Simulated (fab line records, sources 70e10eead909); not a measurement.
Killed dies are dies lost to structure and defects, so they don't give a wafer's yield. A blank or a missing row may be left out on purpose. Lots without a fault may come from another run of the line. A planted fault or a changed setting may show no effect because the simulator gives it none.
fab line records | flow nand_harc | part 2 of 2: steps 28 to 40 of 40
record lots=5 wafers=15 last_day=30
route steps=1302 shown A_CONTACT@1102 A_BLC@1107 A_M0@1137
lots that met no fault: from a run of the same line without faults
start_h: hours from the record's first day to the start of the lot's first wafer shown | wait_h: hours since the lot's step before | " the same as in the row above | L1.1+2: a row that stands for several wafers | - no value, or no start given | * or withheld: withheld | < > ~ a bound
route shown NAME@n: a module of which the file shows steps, and the number in the route of the first | usual: mean/standard deviation of fault-free wafers | same: alike in all rows | chamber/n: place in a boat | sites: the reading at each site | _std_site: their standard deviation | _edge_site: outer sites' mean less inner sites' | radius_mm: how far each site lies from the wafer's centre | mask NAME#n: copy n | behind: the tool/chamber that last shaped the wafer | hold: why the lot was held/for how many hours/how that ended | device: the transistor (n, p or np) that didn't switch | end of line: the same wafers' tests at the end of the route | a step without rows: its recipe alone | killed: dies lost to structure and defects at the first sort, not the wafer's yield | map: a wafer's dies, x killed, . not, _ none there
set.NAME: the setting as run; set.NAME@STEP: as run at that earlier step | model.NAME: the simulator's own value behind a step, which no gauge read
lots at some steps of the route; a table a step, a row a wafer
services: from which hour (start_h, from the record's first day; less than 0 if before it) a tool's chamber was out of use, for how many hours, and why
## steps
# step NHARC_A_BLC_PVD_32
# recipe target_thk_a=50 chamber_pressure_pa=5 power_w=5000 substrate_temp_c=200 time_s=17.7 material=Ti
# usual throttle_valve_pct=30.1/1.3
# columns lot.wafer tool chamber start_h wait_h throttle_valve_pct
L077.4 pvd_sputter-03 - - - 29.3
L077.3 " - " " 29.3
L077.2 " - " " 28.8
L081.1 pvd_sputter-02 - - - 29.3
L081.2 " - " " 32.5
L081.6 " - " " 31.9
L083.3 pvd_sputter-01 - - - 30.8
L083.2 " - " " 31.5
L083.4 " - " " 29.5
L088.2 pvd_sputter-03 - - - 29.2
L088.4 " - " " 29.1
L088.3 " - " " 29.6
L089.3 pvd_sputter-03 - - - 28.5
L089.4 " - " " 29.8
L089.5 " - " " 28.6
# step NHARC_A_BLC_ALD_23
# recipe target_thk_a=30 pulse_time_s=1 ald_cycles=150 temp_c=450 material=TiN
# usual heater_power_outer_w=670/86 heater_power_w=1035/130 precursor_pulse_height_rel=1.002/0.018
# columns lot.wafer tool chamber start_h wait_h heater_power_outer_w heater_power_w precursor_pulse_height_rel
L077.4 ald_metal-04 1 540.21 - 723 1065 0.963
L077.2 " 2 " " 744 1114 1.041
L077.3 " 3 " " 612 974 1.008
L081.1 ald_metal-04 2 580.33 - 767 1125 1.015
L081.2 " 0 " " 525 816 0.985
L081.6 " 2 " " 761 1124 0.992
L083.3 ald_metal-04 2 607.96 - 748 1150 1.000
L083.2 " 3 " " 598 950 0.998
L083.4 " 0 " " 537 839 1.000
L088.4 ald_metal-04 0 665.27 - 525 854 1.030
L088.2 " 1 " " 727 1061 1.001
L088.3 " 3 " " 667 1013 1.005
L089.3 ald_metal-02 0 667.47 - 644 1019 0.993
L089.4 " 1 " " 714 1163 1.017
L089.5 " 0 " " 647 1011 1.012
# step NHARC_A_BLC_CVD_24
# recipe target_thk_a=1500 temp_c=300 pressure_torr=40 wf6_flow_sccm=40 h2_flow_sccm=1600 ar_flow_sccm=1560 time_s=434 material=W
# usual heater_power_outer_w=305/35 heater_power_w=535/40 throttle_valve_pct=8.0/0.36
# columns lot.wafer tool chamber start_h wait_h heater_power_outer_w heater_power_w throttle_valve_pct
L077.2 cvd_w-01 0 - - 291 474 7.8
L077.4 " 1 " " 352 582 7.9
L077.3 " 0 " " 285 478 7.8
L081.1 cvd_w-01 1 - - 363 577 8.1
L081.2 " 0 " " 277 478 7.6
L081.6 " 0 " " 275 480 7.2
L083.2 cvd_w-01 1 - - 364 594 8.1
L083.4 " 0 " " 278 486 7.6
L083.3 " 1 " " 364 579 8.1
L088.2 cvd_w-01 1 - - 355 585 8.0
L088.4 " 1 " " 366 578 8.2
L088.3 " 0 " " 280 474 7.5
L089.4 cvd_w-02 1 - - 285 537 7.8
L089.3 " 0 " " 283 551 8.4
L089.5 " 1 " " 292 542 7.8
# step NHARC_A_BLC_CMP_25
# recipe t_overpolish_s=30 target_thk_nm=150
# usual motor_current_A=12.0/1.4 overpolish_run_s=30.000/0.0091 slurry_filter_dp_kPa=13.50/0.13 slurry_flow_ml_min=150.1/0.47 time_to_endpoint_s=29.5/2.4
# columns lot.wafer tool chamber start_h wait_h motor_current_A overpolish_run_s slurry_filter_dp_kPa slurry_flow_ml_min time_to_endpoint_s
L077.2 cmp-04 3 540.95 0.4 10.8 30.012 13.77 150.3 27.0
L077.4 " 1 " " 12.6 30.001 13.42 149.9 26.4
L077.3 " 2 " " 12.4 29.994 13.53 150.2 25.7
L081.1 cmp-03 1 581.07 0.5 11.9 30.006 13.32 149.6 30.2
L081.2 " 2 " " 10.2 30.003 13.36 149.9 26.5
L081.6 " 1 " " 10.9 30.011 13.60 149.4 29.7
L083.3 cmp-01 0 608.67 0.2 10.8 29.988 13.78 150.0 27.9
L083.2 " 1 " " 11.6 30.016 13.54 150.4 28.1
L083.4 " 2 " " 15.2 29.994 13.53 150.0 28.4
L088.4 cmp-03 1 666.03 0.3 11.0 29.993 13.70 149.9 32.4
L088.3 " 2 " " 11.0 30.000 13.56 149.4 33.6
L088.2 " 3 " " 10.9 30.009 13.50 149.1 28.1
L089.3 cmp-03 0 668.20 0.2 12.3 30.000 13.53 150.7 29.5
L089.4 " 2 " " 10.9 29.998 13.49 150.0 34.4
L089.5 " 0 " " 12.6 30.005 13.79 149.6 29.7
# step NHARC_A_BLC_SRD_27
# columns lot.wafer tool chamber start_h wait_h
L077.2+3+4 wet_bench-04 5,6,2 541.27 0.0
L081.6+2+1 wet_bench-05 4,5,0 581.39 0.0
L083.2+4+3 wet_bench-03 7,0,2 609.00 0.0
L088.2+3+4 wet_bench-03 4,0,1 666.33 0.0
L089.5+3+4 wet_bench-03 7,0,2 668.53 0.0
# step NHARC_A_BLC_INSPECT_28
# usual raw_defect_count=519/110
# columns lot.wafer tool chamber start_h wait_h raw_defect_count
L077.2 defect_inspect-01 - 541.36 0.1 476
L077.3 " - " " 525
L077.4 " - " " 663
L081.1 defect_inspect-02 - 581.47 0.1 633
L081.2 " - " " 544
L081.6 " - " " 739
L083.2 defect_inspect-02 - 609.07 0.1 418
L083.3 " - " " 631
L083.4 " - " " 450
L088.2 defect_inspect-02 - 666.41 0.1 380
L088.3 " - " " 406
L088.4 " - " " 369
L089.3 defect_inspect-02 - 668.60 0.1 660
L089.4 " - " " 531
L089.5 " - " " 621
# step NHARC_A_M0_DEP_00
# recipe target_thk_a=1500 target_thk_nm=150 temp_c=withheld pressure_torr=5 flow_sccm=200 rf_w=600 material=SiOC
# columns lot.wafer tool chamber start_h wait_h
L077.3+2+4 pecvd-04 2,0,0 541.42 0.1
L081.1+2+6 pecvd-01 0,1,1 581.54 0.1
L083.2+3+4 pecvd-04 0,1,0 609.19 0.1
L088.3+2+4 pecvd-01 0,1,0 666.52 0.1
L089.3+5+4 pecvd-04 1,2,0 668.70 0.1
# step NHARC_A_M0_DEHYDRATE_01
# recipe temp_c=150 time_s=120
# columns lot.wafer tool chamber start_h wait_h
L077.2+3+4 litho_track-04 0 541.83 -
L081.1+2+6 litho_track-01 0 581.95 -
L083.2+3+4 litho_track-06 0 609.54 -
L088.2+3+4 litho_track-04 0 666.89 -
L089.3+4+5 litho_track-04 0 669.11 -
# step NHARC_A_M0_HMDS_02
# recipe time_s=30
# columns lot.wafer tool chamber start_h wait_h
L077.2+3+4 litho_track-04 0 - -
L081.1+2+6 litho_track-01 0 - -
L083.2+3+4 litho_track-06 0 - -
L088.2+3+4 litho_track-04 0 - -
L089.3+4+5 litho_track-04 0 - -
# step NHARC_A_M0_COAT_33
# recipe temp_c=200 time_s=65
# columns lot.wafer tool chamber start_h wait_h
L077.2+3+4 litho_track-04 0 - -
L081.1+2+6 litho_track-01 0 - -
L083.2+3+4 litho_track-06 0 - -
L088.2+3+4 litho_track-04 0 - -
L089.3+4+5 litho_track-04 0 - -
# step NHARC_A_M0_COAT_03
# recipe spin_rpm=1500 resist_thk_nm=90
# columns lot.wafer tool chamber start_h wait_h
L077.2+3+4 litho_track-04 0 - -
L081.1+2+6 litho_track-01 0 - -
L083.2+3+4 litho_track-06 0 - -
L088.2+3+4 litho_track-04 0 - -
L089.3+4+5 litho_track-04 0 - -
# step NHARC_A_M0_SOFTBAKE_04
# recipe temp_c=105 time_s=55
# columns lot.wafer tool chamber start_h wait_h
L077.2+3+4 litho_track-04 0 - -
L081.1+2+6 litho_track-01 0 - -
L083.2+3+4 litho_track-06 0 - -
L088.2+3+4 litho_track-04 0 - -
L089.3+4+5 litho_track-04 0 - -
# step NHARC_A_M0_EBR_05
# columns lot.wafer tool chamber start_h wait_h
L077.2+3+4 litho_track-04 0 - -
L081.1+2+6 litho_track-01 0 - -
L083.2+3+4 litho_track-06 0 - -
L088.2+3+4 litho_track-04 0 - -
L089.3+4+5 litho_track-04 0 - -
## services
# columns tool chamber start_h hours kind
ald_metal-04 2 512.93 26.6 repair
pvd_sputter-02 - 513.27 4.8 repair
pvd_sputter-03 - 526.04 10.0 pm
cmp-02 - 526.50 4.0 pm
litho_track-06 - 529.00 7.0 pm
arfi_scanner-03 - 540.00 4.0 pm
arfi_scanner-03 - 545.37 2.5 repair
cvd_w-01 - 547.33 13.0 pm
rie_diel-06 2 549.16 4.7 repair
rie_diel-06 3 550.61 6.1 repair
litho_track-04 - 553.00 7.0 pm
cmp-03 - 554.00 4.0 pm
wet_bench-03 - 562.40 8.0 pm
pvd_sputter-01 - 569.13 16.8 repair
rie_diel-11 1 603.66 2.5 repair
rie_diel-11 - 609.50 9.0 pm
cvd_w-01 - 621.51 8.1 repair
rie_diel-09 2 630.56 2.3 repair
cvd_w-02 - 631.00 13.0 pm
ald_metal-04 3 636.83 5.6 repair
ald_metal-04 - 652.00 10.0 pm
cmp-03 - 652.00 4.0 pm
cvd_w-02 0 653.13 3.5 repair
rie_diel-06 - 661.20 9.0 pm
